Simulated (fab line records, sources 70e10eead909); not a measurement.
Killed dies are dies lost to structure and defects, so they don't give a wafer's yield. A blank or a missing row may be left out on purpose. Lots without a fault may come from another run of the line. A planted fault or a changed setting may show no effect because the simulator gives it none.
fab line records | flow nand_harc | part 1 of 2: steps 1 to 21 of 31
record lots=5 wafers=15 last_day=32
route steps=1302 shown A_CHANNEL_HOLE_D1@484 A_CHANNEL_FILL_D1@490
lots that met no fault: from a run of the same line without faults
start_h: hours from the record's first day to the start of the lot's first wafer shown | wait_h: hours since the lot's step before | " the same as in the row above | L1.1+2: a row that stands for several wafers | - no value, or no start given | * or withheld: withheld | < > ~ a bound
route shown NAME@n: a module of which the file shows steps, and the number in the route of the first | usual: mean/standard deviation of fault-free wafers | same: alike in all rows | chamber/n: place in a boat | sites: the reading at each site | _std_site: their standard deviation | _edge_site: outer sites' mean less inner sites' | radius_mm: how far each site lies from the wafer's centre | mask NAME#n: copy n | behind: the tool/chamber that last shaped the wafer | hold: why the lot was held/for how many hours/how that ended | device: the transistor (n, p or np) that didn't switch | end of line: the same wafers' tests at the end of the route | a step without rows: its recipe alone | killed: dies lost to structure and defects at the first sort, not the wafer's yield | map: a wafer's dies, x killed, . not, _ none there
set.NAME: the setting as run; set.NAME@STEP: as run at that earlier step | model.NAME: the simulator's own value behind a step, which no gauge read
lots at some steps of the route; a table a step, a row a wafer
services: from which hour (start_h, from the record's first day; less than 0 if before it) a tool's chamber was out of use, for how many hours, and why
## steps
# step NHARC_A_CHANNEL_HOLE_D1_STRIP_27
# recipe o2_flow_sccm=500 ar_flow_sccm=0 bias_w=0 chemistry=O2
# usual drypump_motor_current_A=5.7/0.5 oes_product_au=0.998/0.012 rf_vpp_V=57.9/0.86 showerhead_plenum_p_Torr=3.59/0.12 throttle_valve_pct=17.037/0.0088
# columns lot.wafer tool chamber start_h wait_h drypump_motor_current_A oes_product_au rf_hours_counter_h rf_vpp_V showerhead_plenum_p_Torr throttle_valve_pct
L075.1 rie_diel-09 2 190.90 0.1 5.8 0.993 4 57.9 3.71 17.039
L075.4 " 2 " " 5.7 0.993 - 58.5 3.71 17.033
L075.6 " 2 " " 5.7 0.991 - 59.1 3.71 17.043
L076.3 rie_diel-09 3 - - 4.8 0.988 6 57.9 3.51 17.036
L076.1 " 1 " " 6.3 1.025 2 58.9 3.68 17.041
L076.5 " 2 " " 5.8 0.989 - 58.1 3.71 17.031
L079.4 rie_diel-07 1 - - 6.6 1.015 32 58.5 3.69 17.024
L079.3 " 2 " " 5.9 1.015 38 57.4 3.46 17.052
L079.6 " 0 " " 5.8 0.997 - 58.1 3.45 17.025
L083.1 rie_diel-09 2 - - 5.7 0.999 15 56.4 3.70 17.047
L083.3 " 3 " " 4.8 0.983 13 57.4 3.51 17.037
L083.5 " 2 " " 5.7 1.000 - 58.1 3.71 17.033
L095.2 rie_diel-03 1 - - 5.1 1.000 50 56.7 3.50 17.029
L095.1 " 2 " " 6.2 1.014 42 55.9 3.48 17.023
L095.5 " 1 " " 5.1 0.994 - 57.9 3.50 17.043
# step NHARC_A_CHANNEL_HOLE_D1_PRECLEAN_28
# recipe time_s=* temp_c=50 bath_age_min=0 chemistry=SC1
# usual nh4oh_flow_mL_min=28.30/0.1 sc1_h2o2_end_mol_l=0.3698/0.00062
# columns lot.wafer tool chamber start_h wait_h nh4oh_flow_mL_min sc1_h2o2_end_mol_l
L075.4 wet_bench-04 5 191.80 0.6 28.14 0.3698
L075.6 " 6 " " 28.44 0.3696
L075.1 " 7 " " 28.33 0.3694
L076.1 wet_bench-05 6 209.35 - 28.41 0.3709
L076.5 " 7 " " 28.05 0.3702
L076.3 " 1 " " 28.23 0.3710
L079.3 wet_bench-04 2 236.63 - 28.37 0.3686
L079.4 " 3 " " 28.30 0.3696
L079.6 " 4 " " 28.30 0.3696
L083.3 wet_bench-05 1 281.35 - 28.35 0.3694
L083.5 " 3 " " 28.30 0.3697
L083.1 " 4 " " 28.34 0.3701
L095.5 wet_bench-05 7 403.57 - 28.34 0.3696
L095.1 " 0 " " 28.30 0.3696
L095.2 " 1 " " 28.30 0.3703
# step NHARC_A_CHANNEL_HOLE_D1_SRD_29
# columns lot.wafer tool chamber start_h wait_h
L075.4+6+1 wet_bench-04 5,6,7 - -
L076.1+5+3 wet_bench-05 6,7,1 - -
L079.3+4+6 wet_bench-04 2,3,4 - -
L083.3+5+1 wet_bench-05 1,3,4 281.40 0.0
L095.5+1+2 wet_bench-05 7,0,1 - -
# step NHARC_A_CHANNEL_HOLE_D1_CD_MEAS_30
# usual cd_nm=89.7/1.5
# columns lot.wafer tool chamber start_h wait_h cd_nm
L075.1 cd_sem-03 - 191.94 - 88.9
L075.4 " - " " 88.5
L075.6 " - " " 89.3
L076.1 cd_sem-02 - 209.47 - 91.2
L076.3 " - " " 89.8
L076.5 " - " " 89.5
L079.3 cd_sem-02 - 236.76 - 89.7
L079.4 " - " " 89.9
L079.6 " - " " 88.5
L083.1 cd_sem-02 - 281.50 0.1 89.0
L083.3 " - " " 91.2
L083.5 " - " " 89.4
L095.1 cd_sem-01 - 403.69 - 89.4
L095.2 " - " " 90.8
L095.5 " - " " 90.4
# step NHARC_A_CHANNEL_HOLE_D1_XSEM_31
# recipe landing_energy_ev=35000
# usual bot_cd_nm=74.3/1.7 bow_nm=8.58/0.24 tilt_deg=0.08/0.037
# columns lot.wafer tool chamber start_h wait_h bot_cd_nm bow_nm tilt_deg
L075.1 xsem-01 0 192.02 0.1 72.8 8.83 0.04
L075.4 " 0 " " 72.4 8.73 0.04
L075.6 " 0 " " 72.7 8.71 0.04
L076.1 xsem-01 0 209.56 0.1 75.4 8.58 0.06
L076.3 " 0 " " 72.8 8.62 0.06
L076.5 " 0 " " 73.1 8.60 0.06
L079.3 xsem-01 0 236.85 0.1 74.2 8.63 0.06
L079.4 " 0 " " 73.8 8.61 0.05
L079.6 " 0 " " 73.4 8.63 0.06
L083.1 xsem-01 0 281.59 0.1 73.9 8.22 0.07
L083.3 " 0 " " 77.2 8.27 0.07
L083.5 " 0 " " 75.1 8.24 0.07
L095.1 xsem-01 0 403.78 0.1 74.8 8.48 0.12
L095.2 " 0 " " 75.8 8.51 0.12
L095.5 " 0 " " 76.8 8.52 0.12
# step NHARC_A_CHANNEL_HOLE_D1_INSPECT_40
# usual raw_defect_count=76/23
# columns lot.wafer tool chamber start_h wait_h raw_defect_count
L075.1 defect_inspect-02 - 192.12 - 94
L075.4 " - " " 76
L075.6 " - " " 102
L076.1 defect_inspect-02 - 209.66 - 39
L076.3 " - " " 46
L076.5 " - " " 30
L079.3 defect_inspect-01 - 236.94 - 90
L079.4 " - " " 95
L079.6 " - " " 101
L083.1 defect_inspect-02 - 281.69 - 44
L083.3 " - " " 55
L083.5 " - " " 61
L095.1 defect_inspect-01 - 403.88 - 47
L095.2 " - " " 42
L095.5 " - " " 53
# step NHARC_A_CHANNEL_FILL_D1_PRECLEAN_00
# recipe time_s=* temp_c=50 bath_age_min=0 chemistry=SC1
# usual nh4oh_flow_mL_min=28.29/0.1 sc1_h2o2_end_mol_l=0.3698/0.00077
# columns lot.wafer tool chamber start_h wait_h nh4oh_flow_mL_min sc1_h2o2_end_mol_l
L075.1 wet_bench-01 3 192.17 0.1 28.39 0.3691
L075.4 " 6 " " 28.19 0.3697
L075.6 " 0 " " 28.22 0.3689
L076.5 wet_bench-02 6 209.72 0.1 28.37 0.3692
L076.1 " 7 " " 28.25 0.3691
L076.3 " 1 " " 28.29 0.3707
L079.4 wet_bench-09 1 237.00 0.1 28.33 0.3686
L079.6 " 2 " " 28.23 0.3694
L079.3 " 5 " " 28.38 0.3686
L083.5 wet_bench-02 6 281.74 0.0 28.16 0.3710
L083.1 " 1 " " 28.30 0.3684
L083.3 " 2 " " 28.15 0.3696
L095.1 wet_bench-02 3 403.93 0.1 28.25 0.3690
L095.5 " 7 " " 28.17 0.3703
L095.2 " 0 " " 28.16 0.3701
# step NHARC_A_CHANNEL_FILL_D1_SRD_01
# columns lot.wafer tool chamber start_h wait_h
L075.1+4+6 wet_bench-01 3,6,0 - -
L076.5+1+3 wet_bench-02 6,7,1 - -
L079.4+6+3 wet_bench-09 1,2,5 237.06 0.0
L083.5+1+3 wet_bench-02 6,1,2 - -
L095.1+5+2 wet_bench-02 3,7,0 - -
# step NHARC_A_CHANNEL_FILL_D1_ALD_02
# recipe target_thk_a=60 pulse_time_s=10 ald_cycles=60 temp_c=300 material=SiO2
# usual heater_power_w=470/27 precursor_pulse_height_rel=1.001/0.022 susceptor_temp_C=299.99/0.19
# columns lot.wafer tool chamber start_h wait_h heater_power_w precursor_pulse_height_rel susceptor_temp_C
L075.1 ald_hk-01 1 192.39 - 459 0.975 299.90
L075.4 " 3 " " 480 1.013 299.79
L075.6 " 0 " " 443 1.012 300.01
L076.3 ald_hk-01 1 209.86 - 474 0.993 300.24
L076.1 " 0 " " 426 0.985 300.02
L076.5 " 2 " " 449 1.030 300.21
L079.4 ald_hk-01 0 237.32 0.3 443 1.044 300.10
L079.3 " 1 " " 470 1.035 299.98
L079.6 " 3 " " 486 1.005 300.11
L083.1 ald_hk-01 0 281.88 - 439 0.992 300.12
L083.3 " 1 " " 455 0.991 300.05
L083.5 " 0 " " 455 1.025 300.20
L095.1 ald_hk-03 1 404.07 - 465 0.998 300.13
L095.2 " 2 " " 519 1.026 300.15
L095.5 " 1 " " 450 0.990 300.05
# step NHARC_A_CHANNEL_FILL_D1_ALD_03
# recipe target_thk_a=60 pulse_time_s=60 ald_cycles=58 temp_c=630 pressure_torr=2 material=SiNx
# usual precursor_pulse_height_rel=0.999/0.021 susceptor_temp_C=629.96/0.28
# columns lot.wafer tool chamber start_h wait_h precursor_pulse_height_rel susceptor_temp_C
L075.1 ald_sin_batch-01 0 - - 0.992 629.62
L075.4 " 0 " " 1.031 629.81
L075.6 " 0 " " 1.010 630.14
L076.1 ald_sin_batch-02 0 - - 1.021 -
L076.3 " 0 " " 0.998 -
L076.5 " 0 " " 0.978 -
L079.3 ald_sin_batch-01 0 - - 0.995 630.01
L079.4 " 0 " " 0.966 629.68
L079.6 " 0 " " 1.011 629.73
L083.1 ald_sin_batch-03 0 - - 1.013 629.61
L083.3 " 0 " " 0.993 629.63
L083.5 " 0 " " 0.988 629.76
L095.1 ald_sin_batch-02 0 - - 1.058 629.76
L095.2 " 0 " " 1.002 629.91
L095.5 " 0 " " 1.002 629.74
# step NHARC_A_CHANNEL_FILL_D1_ALD_14
# recipe target_thk_a=25 pulse_time_s=10 ald_cycles=25 temp_c=300 material=SiO2
# usual heater_power_w=479/27 precursor_pulse_height_rel=1.003/0.019 susceptor_temp_C=299.98/0.2
# columns lot.wafer tool chamber start_h wait_h heater_power_w precursor_pulse_height_rel susceptor_temp_C
L075.1 ald_hk-04 1 199.47 0.1 450 1.020 299.99
L075.4 " 2 " " 501 1.024 300.17
L075.6 " 0 " " 471 1.010 299.83
L076.1 ald_hk-04 0 217.31 0.1 478 0.980 300.10
L076.3 " 2 " " 494 1.006 300.08
L076.5 " 3 " " 487 1.008 299.95
L079.3 ald_hk-04 3 244.25 0.1 485 1.006 299.87
L079.4 " 0 " " 477 1.008 300.06
L079.6 " 1 " " 458 0.986 299.66
L083.1 ald_hk-01 0 288.97 0.1 437 0.990 299.76
L083.3 " 2 " " 457 0.992 299.84
L083.5 " 3 " " 471 0.992 300.23
L095.1 ald_hk-04 2 411.23 0.1 470 1.020 300.06
L095.2 " 3 " " 483 0.985 299.63
L095.5 " 1 " " 478 1.016 300.04
# step NHARC_A_CHANNEL_FILL_D1_ALD_15
# recipe target_thk_a=20 pulse_time_s=60 ald_cycles=19 temp_c=630 pressure_torr=2 material=SiNx
# usual precursor_pulse_height_rel=1.001/0.018 susceptor_temp_C=629.98/0.29
# columns lot.wafer tool chamber start_h wait_h precursor_pulse_height_rel susceptor_temp_C
L075.1 ald_sin_batch-01 0 202.74 3.2 0.982 630.13
L075.4 " 0 " " 0.990 629.90
L075.6 " 0 " " 1.029 630.03
L076.1 ald_sin_batch-01 0 - - 0.999 629.86
L076.3 " 0 " " 0.985 630.19
L076.5 " 0 " " 0.986 630.01
L079.3 ald_sin_batch-02 0 - - 1.005 630.47
L079.4 " 0 " " 0.987 629.82
L079.6 " 0 " " 1.017 629.78
L083.1 ald_sin_batch-03 0 - - 1.009 630.08
L083.3 " 0 " " 1.015 630.20
L083.5 " 0 " " 0.983 630.12
L095.1 ald_sin_batch-02 0 - - 1.009 -
L095.2 " 0 " " 1.011 -
L095.5 " 0 " " 0.997 -
# step NHARC_A_CHANNEL_FILL_D1_ALD_16
# recipe target_thk_a=15 pulse_time_s=10 ald_cycles=15 temp_c=300 material=SiO2
# usual heater_power_w=475/26 precursor_pulse_height_rel=1.001/0.02 susceptor_temp_C=300.02/0.18
# columns lot.wafer tool chamber start_h wait_h heater_power_w precursor_pulse_height_rel susceptor_temp_C
L075.4 ald_hk-04 3 204.85 0.1 474 1.003 299.93
L075.1 " 0 " " 467 1.000 300.28
L075.6 " 2 " " 481 1.000 300.11
L076.1 ald_hk-04 3 222.51 0.1 471 1.035 300.05
L076.3 " 1 " " 458 0.987 300.11
L076.5 " 3 " " 464 1.018 299.84
L079.3 ald_hk-01 1 249.37 0.0 467 0.994 299.89
L079.4 " 2 " " 453 0.993 300.01
L079.6 " 2 " " 456 1.008 300.32
L083.3 ald_hk-04 0 294.14 0.0 489 0.995 299.98
L083.1 " 2 " " 479 1.008 299.64
L083.5 " 0 " " 489 1.043 299.81
L095.1 ald_hk-03 2 416.35 0.1 511 0.986 299.88
L095.2 " 0 " " 497 1.038 299.99
L095.5 " 2 " " 521 1.016 299.96
# step NHARC_A_CHANNEL_FILL_D1_ANNEAL_17
# recipe temp_c=850 time_s=1800
# usual spike_tc_bottom_C=866.1/1.9 zone_power_top_pct=33.8/2.7
# columns lot.wafer tool chamber start_h wait_h spike_tc_bottom_C zone_power_top_pct
L075.1 furnace-08 0 208.37 3.4 865.9 36.9
L075.4 " 0 " " 867.8 36.4
L075.6 " 0 " " 866.6 36.8
L076.1 furnace-05 0 225.86 - 868.6 29.7
L076.3 " 0 " " 870.4 31.1
L076.5 " 0 " " 868.5 30.4
L079.3 furnace-08 0 252.62 - 867.0 37.5
L079.4 " 0 " " 865.1 37.2
L079.6 " 0 " " 866.7 36.2
L083.1 furnace-05 0 299.72 - 868.5 30.7
L083.3 " 0 " " 871.7 30.7
L083.5 " 0 " " 870.3 30.5
L095.1 furnace-03 0 419.64 - 864.1 32.2
L095.2 " 0 " " 863.7 32.2
L095.5 " 0 " " 866.1 31.7
# step NHARC_A_CHANNEL_FILL_D1_CVD_18
# recipe target_thk_a=30 temp_c=550 material=poly-Si
# usual spike_tc_bottom_C=576.4/2.6 zone_power_top_pct=15.5/0.83
# columns lot.wafer tool chamber start_h wait_h spike_tc_bottom_C zone_power_top_pct
L075.1 lpcvd_poly-04 0 214.88 - 574.8 14.8
L075.4 " 0 " " 574.3 14.8
L075.6 " 0 " " 574.0 14.5
L076.1 lpcvd_poly-01 0 232.45 - 580.5 14.9
L076.3 " 0 " " 580.3 15.1
L076.5 " 0 " " 578.2 15.1
L079.3 lpcvd_poly-02 0 259.02 - 574.3 16.7
L079.4 " 0 " " 574.8 16.2
L079.6 " 0 " " 577.1 16.6
L083.1 lpcvd_poly-02 0 306.15 - 574.2 16.4
L083.3 " 0 " " 576.7 16.7
L083.5 " 0 " " 576.4 16.5
L095.1 lpcvd_poly-01 0 426.22 - 578.6 14.9
L095.2 " 0 " " 579.7 15.0
L095.5 " 0 " " 579.0 14.5
# step NHARC_A_CHANNEL_FILL_D1_ETCHBACK_19
# recipe target_depth_a=50 time_s=1.7 hbr_flow_sccm=150 cl2_flow_sccm=50 rf_w=400 icp_w=400 bias_w=100 chemistry=HBr/Cl2
# usual drypump_motor_current_A=5.8/0.33 oes_product_au=1.002/0.0094 throttle_valve_pct=26.406/0.0094
# columns lot.wafer tool chamber start_h wait_h drypump_motor_current_A oes_product_au rf_hours_counter_h throttle_valve_pct
L075.4 rie_si-04 3 216.99 0.4 5.9 1.007 0.18 26.405
L075.1 " 0 " " 6.1 1.009 0.18 26.404
L075.6 " 3 " " 5.9 1.014 - 26.407
L076.3 rie_si-01 3 234.54 0.4 5.4 0.999 0.20 26.410
L076.1 " 0 " " 5.3 0.995 0.27 26.403
L076.5 " 2 " " 6.1 1.004 - 26.398
L079.3 rie_si-04 3 261.09 0.4 6.0 1.007 0.47 26.409
L079.4 " 1 " " 5.9 1.009 0.51 26.421
L079.6 " 2 " " 5.9 1.003 - 26.407
L083.3 rie_si-04 2 308.25 0.4 5.9 1.005 0.83 26.417
L083.1 " 3 " " 6.0 1.013 0.83 26.395
L083.5 " 1 " " 5.9 1.005 - 26.406
L095.2 rie_si-03 0 428.31 0.4 6.0 1.011 0.14 26.401
L095.1 " 2 " " 5.1 0.999 0.16 26.397
L095.5 " 1 " " 5.9 1.006 - 26.406
# step NHARC_A_CHANNEL_FILL_D1_ETCHBACK_20
# recipe target_depth_a=270 time_s=13.5 c4f8_flow_sccm=withheld o2_flow_sccm=8 ar_flow_sccm=withheld rf_w=600 bias_w=1500 chemistry=C4F8/O2/Ar
# usual oes_product_au=0.96/0.037 rf_vpp_V=977/3.8
# columns lot.wafer tool chamber start_h wait_h oes_product_au rf_hours_counter_h rf_vpp_V
L075.1 rie_diel-10 2 217.11 - 0.99 6.8 979
L075.4 " 0 " " 1.00 5.7 981
L075.6 " 2 " " 1.00 - 980
L076.3 rie_diel-11 1 234.65 - 0.91 9.1 977
L076.1 " 3 " " 0.92 8.4 978
L076.5 " 1 " " 0.92 - 979
L079.3 rie_diel-10 2 261.22 - 1.00 0.1 980
L079.4 " 3 " " 1.00 0.1 970
L079.6 " 0 " " 1.00 - 980
L083.3 rie_diel-08 2 308.36 - 0.93 5.3 977
L083.1 " 3 " " 0.92 7.8 982
L083.5 " 1 " " 0.93 - 971
L095.1 rie_diel-08 1 428.44 - 0.99 2.9 971
L095.2 " 2 " " 1.01 3.6 978
L095.5 " 0 " " 0.99 - 972
# step NHARC_A_CHANNEL_FILL_D1_STRIP_28
# recipe time_s=20 o2_flow_sccm=500 ar_flow_sccm=0 bias_w=0 chemistry=O2
# usual drypump_motor_current_A=5.3/0.32 oes_product_au=1.000/0.011 rf_vpp_V=57.8/0.9 showerhead_plenum_p_Torr=3.49/0.09 throttle_valve_pct=17.036/0.0081
# columns lot.wafer tool chamber start_h wait_h drypump_motor_current_A oes_product_au rf_hours_counter_h rf_vpp_V showerhead_plenum_p_Torr throttle_valve_pct
L075.4 rie_diel-10 3 217.20 0.1 4.9 1.002 6.8 58.0 3.33 17.046
L075.1 " 0 " " 5.2 0.996 5.7 59.2 3.58 17.025
L075.6 " 1 " " 5.5 1.009 - 57.6 3.52 17.025
L076.3 rie_diel-11 1 234.74 0.1 5.4 0.992 9.2 58.0 3.52 17.038
L076.1 " 3 " " 5.8 0.987 8.4 58.0 3.50 17.048
L076.5 " 1 " " 5.4 0.985 - 58.0 3.52 17.047
L079.3 rie_diel-10 0 261.29 0.1 5.2 1.008 0.1 58.7 3.58 17.034
L079.4 " 2 " " 5.5 1.013 0.1 57.4 3.55 17.029
L079.6 " 1 " " 5.5 1.003 - 57.7 3.52 17.043
L083.1 rie_diel-08 1 308.44 0.1 5.0 1.007 6.3 55.6 3.37 17.054
L083.3 " 2 " " 4.8 1.006 5.4 58.6 3.53 17.035
L083.5 " 1 " " 5.0 1.007 - 57.2 3.37 17.045
L095.2 rie_diel-08 3 428.53 0.1 5.4 1.005 3.9 56.8 3.60 17.036
L095.1 " 1 " " 5.0 1.011 2.9 57.6 3.37 17.050
L095.5 " 0 " " 5.2 0.994 - 57.7 3.40 17.029
# step NHARC_A_CHANNEL_FILL_D1_PRECLEAN_21
# recipe time_s=30 chemistry=dHF
# columns lot.wafer tool chamber start_h wait_h
L075.4+6+1 wet_bench-01 3,4,7 217.29 -
L076.1+5+3 wet_bench-02 4,7,0 234.83 -
L079.4+3+6 wet_bench-09 5,0,1 261.39 -
L083.3+1+5 wet_bench-02 5,6,7 308.56 -
L095.1+2+5 wet_bench-09 3,5,7 428.63 -
# step NHARC_A_CHANNEL_FILL_D1_SRD_23
# columns lot.wafer tool chamber start_h wait_h
L075.4+6+1 wet_bench-01 3,4,7 217.32 0.0
L076.1+5+3 wet_bench-02 4,7,0 234.86 0.0
L079.4+3+6 wet_bench-09 5,0,1 261.42 0.0
L083.3+1+5 wet_bench-02 5,6,7 308.60 0.0
L095.1+2+5 wet_bench-09 3,5,7 428.66 0.0
# step NHARC_A_CHANNEL_FILL_D1_CVD_05
# recipe target_thk_a=50 temp_c=550 material=poly-Si
# usual spike_tc_bottom_C=577.1/2.8 zone_power_top_pct=15.5/0.8
# columns lot.wafer tool chamber start_h wait_h spike_tc_bottom_C zone_power_top_pct
L075.1 lpcvd_poly-01 0 220.86 3.5 578.2 15.0
L075.4 " 0 " " 579.5 14.9
L075.6 " 0 " " 580.6 14.9
L076.1 lpcvd_poly-01 0 237.31 2.4 580.0 14.9
L076.3 " 0 " " 579.9 15.2
L076.5 " 0 " " 581.4 14.7
L079.3 lpcvd_poly-02 0 263.69 2.3 574.4 16.6
L079.4 " 0 " " 574.7 16.5
L079.6 " 0 " " 574.9 16.7
L083.1 lpcvd_poly-02 0 310.88 2.3 573.9 16.6
L083.3 " 0 " " 572.9 16.5
L083.5 " 0 " " 574.8 16.5
L095.1 lpcvd_poly-04 0 431.00 2.3 574.6 14.7
L095.2 " 0 " " 576.4 14.6
L095.5 " 0 " " 575.2 14.8
